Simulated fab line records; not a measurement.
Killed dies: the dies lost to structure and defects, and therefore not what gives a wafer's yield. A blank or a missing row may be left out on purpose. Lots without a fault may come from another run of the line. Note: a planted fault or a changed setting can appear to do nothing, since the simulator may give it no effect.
Which tool was responsible? -- flow n5Finfet -- 6 lots with 18 wafers sampled at 3 steps, on a route of 1938 steps

== WHAT EACH GAUGE READ, for each wafer ==
N5_HKMG_FIN_THK_MEAS_70: measures by xrf.
lot,measured,on,HK_THK (nm)
L162,day 4 06:41,filmMetro-02,1.571 1.607 1.619
L164,day 5 00:59,filmMetro-01,1.606 1.623 1.615
L166,day 5 11:23,filmMetro-01,1.629 1.629 1.633
L168,day 5 20:19,filmMetro-02,1.656 1.625 1.631
L170,day 6 07:58,filmMetro-01,1.604 1.628 1.616
L181,day 9 08:34,filmMetro-02,1.551 1.621 1.577

== EACH LOT AND THE TOOL THAT RAN IT (in order: tool; ch and the chambers of the sampled wafers; start) ==
lot,N5_HKMG_FIN_CVD_62,N5_HKMG_FIN_ALD_36
L162,"thermalCvdSi-02 ch 1,2, day 4 05:53","aldMetal-04 ch 0,1,3, day 4 06:24"
L164,"thermalCvdSi-01 ch 0,1, day 4 23:43","aldMetal-04 ch 0,3, day 5 00:41"
L166,"thermalCvdSi-01 ch 0,2, day 5 10:41","aldMetal-02 ch 0,1,2, day 5 11:06"
L168,"thermalCvdSi-01 ch 0,1, day 5 19:38","aldMetal-01 ch 0,1,3, day 5 20:02"
L170,"thermalCvdSi-01 ch 0,1,2, day 6 07:17","aldMetal-04 ch 1,2,3, day 6 07:41"
L181,"thermalCvdSi-02 ch 0,1,2, day 9 07:52","aldMetal-01 ch 0,2, day 9 08:17"
- N5_HKMG_FIN_CVD_62: deposits a-Si from Si2H6, target thk 3 nm, time 20.8 s.
- N5_HKMG_FIN_ALD_36: deposits TiN, target thk 1 nm, pulse time 1 s, purge time 3 s.

== THE ANSWER, worked out from the rows above alone ==
Rule: the usual values come from the lots themselves. Put in order of their means at a reading, lots are off if they are a third of the lots or fewer, leave a main group of 4 or more, and stand apart from it by a gap of 3 or more times the standard deviation of the main group's means; of several such gaps the widest counts. A main group is skipped when, at the precision printed for the reading in the tables above, its means are all equal. A lot without any number at a reading at which 4 lots or more have one is off too. Any other lot the step has rows for is counted as sound.
None of the lots is off at any reading shown; this tells nothing.

== WHAT THE SIMULATOR HAD PUT IN ==
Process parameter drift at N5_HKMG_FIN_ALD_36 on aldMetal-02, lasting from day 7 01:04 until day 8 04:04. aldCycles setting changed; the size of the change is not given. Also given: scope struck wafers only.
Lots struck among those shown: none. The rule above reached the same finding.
